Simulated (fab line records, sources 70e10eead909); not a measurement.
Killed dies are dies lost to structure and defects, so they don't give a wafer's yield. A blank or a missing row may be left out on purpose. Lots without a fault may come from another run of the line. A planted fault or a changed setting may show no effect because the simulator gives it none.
fab line records | flow nand_harc
record lots=11 wafers=33 last_day=33
route steps=1302 shown A_CHANNEL_HOLE_D2@608 A_CHANNEL_FILL_D2@621
lots that met no fault: from a run of the same line without faults
start_h: hours from the record's first day to the start of the lot's first wafer shown | wait_h: hours since the lot's step before | " the same as in the row above | L1.1+2: a row that stands for several wafers | - no value, or no start given | * or withheld: withheld | < > ~ a bound
route shown NAME@n: a module of which the file shows steps, and the number in the route of the first | usual: mean/standard deviation of fault-free wafers | same: alike in all rows | chamber/n: place in a boat | sites: the reading at each site | _std_site: their standard deviation | _edge_site: outer sites' mean less inner sites' | radius_mm: how far each site lies from the wafer's centre | mask NAME#n: copy n | behind: the tool/chamber that last shaped the wafer | hold: why the lot was held/for how many hours/how that ended | device: the transistor (n, p or np) that didn't switch | end of line: the same wafers' tests at the end of the route | a step without rows: its recipe alone | killed: dies lost to structure and defects at the first sort, not the wafer's yield | map: a wafer's dies, x killed, . not, _ none there
set.NAME: the setting as run; set.NAME@STEP: as run at that earlier step | model.NAME: the simulator's own value behind a step, which no gauge read
steps of the route over a sample of lots; a table a step, a row a wafer
services: from which hour (start_h, from the record's first day; less than 0 if before it) a tool's chamber was out of use, for how many hours, and why
## steps
# step NHARC_A_CHANNEL_HOLE_D2_XSEM_32
# recipe landing_energy_ev=35000
# usual bot_cd_nm=74.3/1.8 bow_nm=8.62/0.29 tilt_deg=0.07/0.03
# columns lot.wafer tool chamber start_h wait_h bot_cd_nm bow_nm tilt_deg
L232.1 xsem-01 0 301.17 0.1 77.7 8.69 0.12
L232.2 " 0 " " 71.9 8.78 0.12
L232.6 " 0 " " 77.3 8.64 0.12
L234.1 xsem-02 0 323.01 0.1 74.5 8.86 0.08
L234.2 " 0 " " 73.5 8.85 0.08
L234.6 " 0 " " 73.3 8.87 0.08
L235.2 xsem-02 0 328.80 0.1 73.8 8.42 0.08
L235.3 " 0 " " 73.3 8.37 0.08
L235.6 " 0 " " 74.0 8.39 0.08
L236.2 xsem-01 0 349.96 0.1 73.8 8.55 0.09
L236.4 " 0 " " 76.2 8.51 0.09
L236.5 " 0 " " 76.8 8.50 0.09
L238.2 xsem-01 0 359.47 0.1 74.9 9.01 -0.01
L238.3 " 0 " " 78.8 8.97 -0.01
L238.4 " 0 " " 75.9 9.00 -0.01
L240.3 xsem-02 0 380.94 0.1 74.6 8.62 0.08
L240.4 " 0 " " 74.3 8.56 0.08
L240.6 " 0 " " 72.1 8.57 0.08
L241.4 xsem-01 0 408.35 0.1 75.1 8.43 0.04
L241.5 " 0 " " 73.7 8.45 0.04
L241.6 " 0 " " 76.6 8.41 0.04
L242.2 xsem-02 0 416.10 0.1 70.1 8.35 0.11
L242.5 " 0 " " 68.2 8.35 0.11
L242.6 " 0 " " 71.9 8.38 0.11
L244.1 xsem-01 0 416.69 0.1 73.4 8.97 0.09
L244.4 " 0 " " 74.1 8.99 0.09
L244.6 " 0 " " 74.4 8.87 0.09
L254.2 xsem-01 0 517.88 0.1 76.5 8.55 0.06
L254.3 " 0 " " 74.6 8.53 0.06
L254.4 " 0 " " 76.9 8.57 0.06
L253.2 xsem-02 0 519.73 0.1 71.9 8.42 0.09
L253.3 " 0 " " 75.0 8.37 0.08
L253.6 " 0 " " 73.4 8.38 0.09
# step NHARC_A_CHANNEL_FILL_D2_STRIP_28
# recipe time_s=20 o2_flow_sccm=500 ar_flow_sccm=0 bias_w=0 chemistry=O2
# usual drypump_motor_current_A=6.0/0.44 oes_product_au=1.007/0.0098 rf_vpp_V=57.8/0.84 showerhead_plenum_p_Torr=3.55/0.13 throttle_valve_pct=17.036/0.009
# columns lot.wafer tool chamber start_h wait_h drypump_motor_current_A oes_product_au rf_hours_counter_h rf_vpp_V showerhead_plenum_p_Torr throttle_valve_pct
L232.2 rie_diel-03 1 326.88 0.1 6.0 1.000 1 58.2 3.53 17.031
L232.1 " 2 " " 5.3 1.008 1 57.4 3.56 17.033
L232.6 " 0 " " 5.3 1.010 - 59.1 3.62 17.044
L234.2 rie_diel-03 1 347.00 0.1 6.0 1.003 2 58.5 3.53 17.051
L234.1 " 3 " " 6.5 1.000 2 58.4 3.78 17.042
L234.6 " 1 " " 6.0 0.998 - 57.2 3.53 17.055
L235.3 rie_diel-03 3 356.85 0.1 6.5 0.996 2 58.3 3.78 17.030
L235.2 " 0 " " 5.3 0.998 2 57.8 3.62 17.030
L235.6 " 3 " " 6.5 1.007 - 58.4 3.78 17.039
L236.4 rie_diel-11 1 383.48 0.1 6.0 0.995 15 57.4 3.60 17.029
L236.2 " 3 " " 6.2 1.011 19 57.4 3.70 17.040
L236.5 " 2 " " 5.4 0.974 - 57.6 3.61 17.025
L238.3 rie_diel-03 1 386.36 0.1 6.0 0.994 3 58.3 3.53 17.036
L238.2 " 3 " " 6.5 1.003 2 58.0 3.78 17.046
L238.4 " 3 " " 6.5 0.999 - 58.5 3.78 17.024
L240.3 rie_diel-03 1 411.93 0.1 6.0 0.993 3 58.9 3.53 17.036
L240.4 " 2 " " 5.3 0.998 2 57.8 3.56 17.050
L240.6 " 3 " " 6.5 1.006 - 59.0 3.78 17.044
L241.4 rie_diel-13 3 432.85 0.1 6.5 1.007 2 58.1 3.31 17.043
L241.5 " 2 " " 6.1 1.012 - 57.5 3.56 17.039
L241.6 " 3 " " 6.5 1.003 - 57.8 3.31 17.047
L244.1 rie_diel-03 0 440.02 0.1 5.4 1.006 4 58.7 3.62 17.031
L244.4 " 3 " " 6.5 1.002 4 58.5 3.78 17.025
L244.6 " 0 " " 5.4 1.017 - 57.7 3.62 17.032
L242.2 rie_diel-13 2 440.03 0.1 6.2 1.018 2 55.6 3.56 17.039
L242.5 " 3 " " 6.5 0.999 - 57.2 3.31 17.026
L242.6 " 0 " " 5.8 1.008 - 58.0 3.51 17.026
L253.2 rie_diel-11 1 542.51 0.1 6.0 1.004 15 58.5 3.58 17.049
L253.3 " 0 " " 5.8 0.991 16 58.9 3.46 17.030
L253.6 " 2 " " 5.4 1.003 - 58.7 3.60 17.039
L254.4 rie_diel-03 1 542.53 0.1 6.0 1.000 2 58.4 3.52 17.040
L254.2 " 2 " " 5.3 1.005 2 58.7 3.56 17.026
L254.3 " 0 " " 5.3 1.002 2 58.4 3.62 17.037
# step NHARC_A_CHANNEL_FILL_D2_THK_MEAS_06
# recipe thk_meas_gauge=ellipsometry
# usual thk_nm=5.2/0.87
# columns lot.wafer tool chamber start_h wait_h thk_nm
L232.1 film_metro-02 - 338.20 0.4 5.6
L232.2 " - " " 5.3
L232.6 " - " " 5.3
L234.1 film_metro-01 - 358.25 0.4 4.2
L234.2 " - " " 5.4
L234.6 " - " " 3.6
L235.2 film_metro-02 - 373.41 0.4 4.2
L235.3 " - " " 6.3
L235.6 " - " " 5.5
L236.2 film_metro-02 - 395.09 0.4 4.5
L236.4 " - " " 5.2
L236.5 " - " " 5.3
L238.2 film_metro-01 - 395.09 0.4 3.5
L238.3 " - " " 4.8
L238.4 " - " " 3.5
L240.3 film_metro-01 - 423.78 0.4 4.3
L240.4 " - " " 4.9
L240.6 " - " " 4.7
L241.4 film_metro-02 - 444.47 0.4 6.5
L241.5 " - " " 5.0
L241.6 " - " " 6.1
L244.1 film_metro-02 - 451.71 0.4 4.7
L244.4 " - " " 6.2
L244.6 " - " " 6.0
L242.2 film_metro-01 - 451.71 0.4 6.0
L242.5 " - " " 4.1
L242.6 " - " " 5.1
L253.2 film_metro-02 - 554.35 0.4 4.7
L253.3 " - " " 5.9
L253.6 " - " " 5.9
L254.2 film_metro-01 - 554.35 0.4 6.1
L254.3 " - " " 5.7
L254.4 " - " " 4.7
# step NHARC_A_CHANNEL_FILL_D2_CVD_09
# recipe target_thk_a=1500 temp_c=620 pressure_mtorr=200 time_s=3000 material=poly-Si
# usual spike_tc_bottom_C=639.3/1.7 spike_tc_centre_C=620.8/1.1 spike_tc_lower_C=619.5/1.6 spike_tc_top_C=640/3.2 spike_tc_upper_C=620.7/1.5 tube_center_temp_C=620.01/0.053 zone_power_bottom_pct=13.1/0.41 zone_power_centre_pct=9.9/0.51 zone_power_lower_pct=9.0/0.68
# columns lot.wafer tool chamber start_h wait_h spike_tc_bottom_C spike_tc_centre_C spike_tc_lower_C spike_tc_top_C spike_tc_upper_C tube_center_temp_C zone_power_bottom_pct zone_power_centre_pct zone_power_lower_pct
L232.1 lpcvd_poly-03 0 346.39 2.2 640.8 620.5 618.7 637 621.8 620.03 12.9 10.0 8.1
L232.2 " 0 " " 639.4 621.6 617.3 639 623.4 620.06 13.1 10.0 8.4
L232.6 " 0 " " 640.5 621.1 619.2 639 621.9 619.91 13.1 9.8 8.2
L234.1 lpcvd_poly-02 0 366.40 2.3 638.4 620.2 620.6 645 618.2 620.04 13.5 10.4 9.6
L234.2 " 0 " " 637.0 620.1 619.5 644 620.7 620.01 13.2 10.5 9.5
L234.6 " 0 " " 637.1 620.2 621.7 643 620.5 620.03 13.6 10.3 9.3
L235.2 lpcvd_poly-01 0 382.89 2.9 637.3 621.2 620.8 634 619.9 619.97 12.3 9.0 9.9
L235.3 " 0 " " 639.5 619.4 620.0 636 619.0 620.03 12.7 8.9 9.8
L235.6 " 0 " " 638.5 619.9 620.9 636 619.5 620.03 12.2 8.9 9.8
L236.2 lpcvd_poly-02 0 403.18 2.3 638.7 620.6 620.3 643 619.9 620.04 13.7 10.3 9.5
L236.4 " 0 " " 638.4 622.4 620.2 644 619.4 620.01 13.2 10.4 9.5
L236.5 " 0 " " 637.4 622.8 620.4 643 619.2 619.97 13.5 10.4 9.5
L238.2 lpcvd_poly-02 0 403.18 2.2 638.1 619.2 620.2 642 620.1 619.99 13.5 10.3 9.5
L238.3 " 0 " " 637.0 618.8 620.6 645 620.4 619.92 13.4 10.5 9.4
L238.4 " 0 " " 636.7 621.2 620.8 644 618.0 620.04 13.3 10.4 9.4
L240.3 lpcvd_poly-03 0 431.98 2.3 641.8 620.0 619.3 640 620.9 620.02 12.9 9.8 8.1
L240.4 " 0 " " 641.6 621.8 618.1 637 621.7 620 13.0 9.9 8.2
L240.6 " 0 " " 641.5 622.8 618.6 639 622.5 620.07 12.9 9.9 8.1
L241.4 lpcvd_poly-02 0 452.61 2.3 637.6 619.2 619.9 643 618.4 619.98 13.7 10.3 9.3
L241.5 " 0 " " 637.5 619.6 620.0 643 619.1 620.04 13.4 10.3 9.4
L241.6 " 0 " " 637.1 620.8 618.1 643 619.7 620 13.4 10.3 9.3
L242.2 lpcvd_poly-03 0 459.94 2.3 640.2 621.5 618.0 639 624.4 620.08 12.9 9.9 8.3
L242.5 " 0 " " 640.2 621.9 618.6 638 621.9 620 12.9 9.8 8.3
L242.6 " 0 " " 642.3 623.2 618.3 639 622.2 620.04 13.1 9.9 8.2
L244.1 lpcvd_poly-03 0 459.94 2.3 640.5 620.5 618.8 637 622.4 620.01 13.1 9.9 8.1
L244.4 " 0 " " 639.4 620.4 619.4 638 623.1 620.12 13.0 9.9 8.3
L244.6 " 0 " " 640.8 621.6 618.1 638 621.5 620.02 12.8 9.8 8.4
L253.2 lpcvd_poly-03 0 564.07 3.8 589.5 568.8 565.8 590 567.6 568.65 10.8 8.7 7.1
L253.3 " 0 " " 589.0 570.2 566.8 589 569.0 568.72 11.1 8.5 7.2
L253.6 " 0 " " 591.2 570.1 565.1 589 567.8 568.7 11.0 8.5 7.2
L254.2 lpcvd_poly-03 0 564.07 3.8 590.2 572.9 567.0 589 571.6 568.66 11.3 8.7 7.0
L254.3 " 0 " " 593.3 570.9 566.4 590 571.2 568.76 10.9 8.6 7.1
L254.4 " 0 " " 589.7 570.1 567.2 588 571.3 568.65 10.9 8.6 7.1
# step NHARC_A_CHANNEL_FILL_D2_CMP_10
# recipe target_thk_nm=150
# usual motor_current_A=11.8/1.6 time_to_endpoint_s=15.8/2.1
# columns lot.wafer tool chamber start_h wait_h motor_current_A time_to_endpoint_s
L232.2 cmp-01 0 349.59 0.4 12.6 17.1
L232.1 " 2 " " 12.8 16.0
L232.6 " 0 " " 12.6 16.8
L234.2 cmp-03 1 369.62 0.4 12.2 16.8
L234.1 " 2 " " 9.4 18.3
L234.6 " 1 " " 11.7 16.1
L235.3 cmp-01 3 386.12 0.4 12.1 15.2
L235.2 " 0 " " 12.9 17.1
L235.6 " 2 " " 12.9 14.8
L238.4 cmp-03 2 406.31 0.4 9.5 14.3
L238.3 " 3 " " 12.5 17.3
L238.2 " 1 " " 12.7 16.9
L236.4 cmp-01 0 406.36 0.4 12.7 19.7
L236.2 " 1 " " 10.1 12.9
L236.5 " 3 " " 12.6 17.1
L240.4 cmp-03 1 435.16 0.4 12.4 14.0
L240.3 " 3 " " 13.5 16.1
L240.6 " 2 " " 9.3 16.3
L241.4 cmp-03 1 455.80 0.4 12.6 14.3
L241.6 " 1 " " 11.8 15.2
L241.5 " 2 " " 9.6 16.4
L244.1 cmp-04 1 463.17 0.4 12.8 14.9
L244.4 " 3 " " 11.9 16.5
L244.6 " 1 " " 12.1 14.8
L242.2 cmp-01 1 463.24 0.4 9.8 15.3
L242.6 " 2 " " 12.4 16.1
L242.5 " 3 " " 12.9 16.7
L253.3 cmp-04 1 567.29 0.4 11.7 5.7
L253.2 " 0 " " 8.2 5.3
L253.6 " 2 " " 11.2 4.9
L254.4 cmp-01 0 567.29 0.4 12.0 4.9
L254.2 " 2 " " 13.1 5.1
L254.3 " 3 " " 13.1 7.1
## services
# columns tool chamber start_h hours kind
rie_diel-03 - 281.30 9.0 pm
cmp-01 - 283.50 4.0 pm
rie_diel-03 - 294.67 1.5 repair
rie_diel-03 2 332.04 8.3 repair
cmp-01 - 332.68 0.9 repair
cmp-03 - 337.91 0.4 repair
cmp-03 - 358.08 4.0 pm
cmp-01 - 361.38 0.3 repair
xsem-01 - 374.00 14.0 pm
rie_diel-03 0 376.36 1.7 repair
rie_diel-03 2 377.17 21.9 repair
cmp-01 - 381.50 4.0 pm
lpcvd_poly-03 - 387.38 26.0 pm
rie_diel-03 0 437.88 1.8 repair
rie_diel-03 2 443.07 1.4 repair
cmp-01 - 445.77 0.5 repair
rie_diel-03 - 458.30 9.0 pm
cmp-01 - 479.50 4.0 pm
rie_diel-03 3 480.83 3.5 repair
cmp-01 - 502.15 3.1 repair
rie_diel-03 0 504.60 4.8 repair
rie_diel-03 1 551.11 14.2 repair
lpcvd_poly-03 - 556.60 3.9 repair
cmp-01 - 558.45 1.2 repair
## key
first_sign step=NHARC_A_CHANNEL_FILL_D2_CVD_09 reading=tube_center_temp_C direction=down sigmas=99+ usual=* struck=*
effect step=NHARC_A_CHANNEL_FILL_D2_CVD_09 reading=spike_tc_centre_C direction=down sigmas=47 usual=620.8 struck=570.5
effect step=NHARC_A_CHANNEL_FILL_D2_CMP_10 reading=time_to_endpoint_s direction=down sigmas=4.9 usual=* struck=*
met_at NHARC_A_CHANNEL_FILL_D2_CVD_09
struck_lots L253,L254
tester_left_out L253,L254
not_acting_at NHARC_A_CHANNEL_HOLE_D2_XSEM_32,NHARC_A_CHANNEL_FILL_D2_STRIP_28,NHARC_A_CHANNEL_FILL_D2_THK_MEAS_06
onset_between 459.94 564.07
fault kind=process_parameter_drift tool=lpcvd_poly-03 chamber=- onset_h=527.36 steps=NHARC_A_CHANNEL_FILL_D2_CVD_09 channel=temp_c offset=* shape=step end_h=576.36 acts_in=* stated=*
# tester_left_out: of these lots the tester's yield and bins aren't shown, on N5 and GAA mostly nor the transistor test; their killed dies are dies lost to structure and defects alone, not to doping, threshold or leakage, so they don't give the yield
